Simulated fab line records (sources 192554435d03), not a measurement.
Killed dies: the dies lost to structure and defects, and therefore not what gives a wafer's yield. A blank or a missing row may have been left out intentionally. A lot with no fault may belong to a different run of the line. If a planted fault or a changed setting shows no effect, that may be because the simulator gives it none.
Split-lot study :: flow n5_finfet :: 21 wafers read from 7 lots, route of 1938 steps

ON THE SPLIT
At N5_BEOL_M8_ETCH_66 (etches SOC in N2/H2, target depth 80 nm, overetch 16 nm, time 120 s), the setting source_w was moved away from the recipe's 840 W on 9 of the 21 wafers read, by -15.3% to +14.7%. All remaining wafers had this setting at the recipe value.

Reading taken at the split's own step.

THE READING
rf_vpp_V, in V, at N5_BEOL_M8_ETCH_66 (etches SOC in N2/H2, target depth 80 nm, overetch 16 nm, time 120 s). Fault-free wafers of this fab line usually give 525.5 V, standard deviation 2.3 V.

wafer: L074.3
tool, chamber at the split: rie_diel-05, 2
source_w as run, W: 840
against the recipe: recipe
rf_vpp_V, V: 525.3
against lot-mates on the recipe: -

wafer: L074.4
tool, chamber at the split: rie_diel-05, 0
source_w as run, W: 840
against the recipe: recipe
rf_vpp_V, V: 525.6
against lot-mates on the recipe: -

wafer: L074.6
tool, chamber at the split: rie_diel-05, 3
source_w as run, W: 840
against the recipe: recipe
rf_vpp_V, V: 526.2
against lot-mates on the recipe: -

wafer: L078.1
tool, chamber at the split: rie_diel-02, 1
source_w as run, W: 840
against the recipe: recipe
rf_vpp_V, V: 522.9
against lot-mates on the recipe: -

wafer: L078.3
tool, chamber at the split: rie_diel-02, 3
source_w as run, W: 717
against the recipe: -14.6%
rf_vpp_V, V: 556.7
against lot-mates on the recipe: +33.8

wafer: L078.4
tool, chamber at the split: rie_diel-02, 2
source_w as run, W: 717
against the recipe: -14.6%
rf_vpp_V, V: 557.0
against lot-mates on the recipe: +34.1

wafer: L080.1
tool, chamber at the split: rie_diel-05, 3
source_w as run, W: 711.7
against the recipe: -15.3%
rf_vpp_V, V: 555.4
against lot-mates on the recipe: +29.3

wafer: L080.3
tool, chamber at the split: rie_diel-05, 2
source_w as run, W: 840
against the recipe: recipe
rf_vpp_V, V: 525.6
against lot-mates on the recipe: -

wafer: L080.5
tool, chamber at the split: rie_diel-05, 2
source_w as run, W: 840
against the recipe: recipe
rf_vpp_V, V: 526.6
against lot-mates on the recipe: -

wafer: L082.1
tool, chamber at the split: rie_diel-03, 1
source_w as run, W: 790.6
against the recipe: -5.9%
rf_vpp_V, V: 535.8
against lot-mates on the recipe: +8.4

wafer: L082.3
tool, chamber at the split: rie_diel-03, 2
source_w as run, W: 840
against the recipe: recipe
rf_vpp_V, V: 527.4
against lot-mates on the recipe: -

wafer: L082.6
tool, chamber at the split: rie_diel-03, 2
source_w as run, W: 790.6
against the recipe: -5.9%
rf_vpp_V, V: 539.5
against lot-mates on the recipe: +12.1

wafer: L086.1
tool, chamber at the split: rie_diel-02, 2
source_w as run, W: 840
against the recipe: recipe
rf_vpp_V, V: 529.3
against lot-mates on the recipe: -

wafer: L086.2
tool, chamber at the split: rie_diel-02, 3
source_w as run, W: 949.5
against the recipe: +13.0%
rf_vpp_V, V: 503.7
against lot-mates on the recipe: -25.6

wafer: L086.3
tool, chamber at the split: rie_diel-02, 0
source_w as run, W: 949.5
against the recipe: +13.0%
rf_vpp_V, V: 505.3
against lot-mates on the recipe: -24.0

wafer: L090.3
tool, chamber at the split: rie_diel-02, 2
source_w as run, W: 840
against the recipe: recipe
rf_vpp_V, V: 527.1
against lot-mates on the recipe: -

wafer: L090.4
tool, chamber at the split: rie_diel-02, 0
source_w as run, W: 963.3
against the recipe: +14.7%
rf_vpp_V, V: 502.3
against lot-mates on the recipe: -24.2

wafer: L090.6
tool, chamber at the split: rie_diel-02, 0
source_w as run, W: 840
against the recipe: recipe
rf_vpp_V, V: 526.0
against lot-mates on the recipe: -

wafer: L097.1
tool, chamber at the split: rie_diel-05, 2
source_w as run, W: 840
against the recipe: recipe
rf_vpp_V, V: 526.1
against lot-mates on the recipe: -

wafer: L097.2
tool, chamber at the split: rie_diel-05, 0
source_w as run, W: 737.1
against the recipe: -12.2%
rf_vpp_V, V: 549.2
against lot-mates on the recipe: +22.8

wafer: L097.3
tool, chamber at the split: rie_diel-05, 0
source_w as run, W: 840
against the recipe: recipe
rf_vpp_V, V: 526.8
against lot-mates on the recipe: -

THE FIT
A straight line over all 21 wafers: rf_vpp_V changes by -1.85 V for each +1% of source_w; r = -0.99; the points scatter about the line by 1.9 V.
The same after taking each lot's own level away (the mean of its wafers on the recipe; 21 wafers): -1.97 V for each +1%; r = -0.99; scatter 2.1 V.
Per that fit: largest source_w move, reading shift of 30 V.
The span of the lots' own levels, 522.90 to 529.30 V, comes to 2.8 times the standard deviation stated above.
The two slopes are in agreement: the lot-to-lot level therefore moves the slope only a little.
Check: with one of the wafers moved furthest among these (-15.3%) left out of the fit, the line predicts +30.9 V for it against its lot-mates. It came out at +29.3 V against them.
Tool readings at the split's step, against how far the setting was moved: rf_vpp_V r = -0.99.

ADDITIONAL SPLITS CARRIED BY THESE WAFERS
Other splits were also applied to these wafers ahead of the reading. Each is held against what the fit with the lots' levels taken away leaves over:
other split on the same wafers: N5_BEOL_M8_EXPOSE_25 dose_mj
wafers away from the commonest value: 6
r with rf_vpp_V (lot level and that fit taken away): +0.40

THE WHOLE CHAIN: every reading that the file lists as answering this split, in the file's order
step: N5_BEOL_M8_ETCH_66
what it does: etches SOC in N2/H2, target depth 80 nm, overetch 16 nm, time 120 s
reading: rf_vpp_V
change (the file's fit): -1.93 V for each +1% of the setting
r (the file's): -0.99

step: N5_BEOL_M8_ETCH_66
what it does: etches SOC in N2/H2, target depth 80 nm, overetch 16 nm, time 120 s
reading: SiARC_of_BEOL_M8_COAT_64.thk_nm (the simulator's own value, which no gauge read)
change (the file's fit): -0.0374 nm for each +1% of the setting
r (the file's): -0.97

THE FILE'S OWN FIT
rf_vpp_V changes by -1.93 V for each +1% of source_w, r = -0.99.
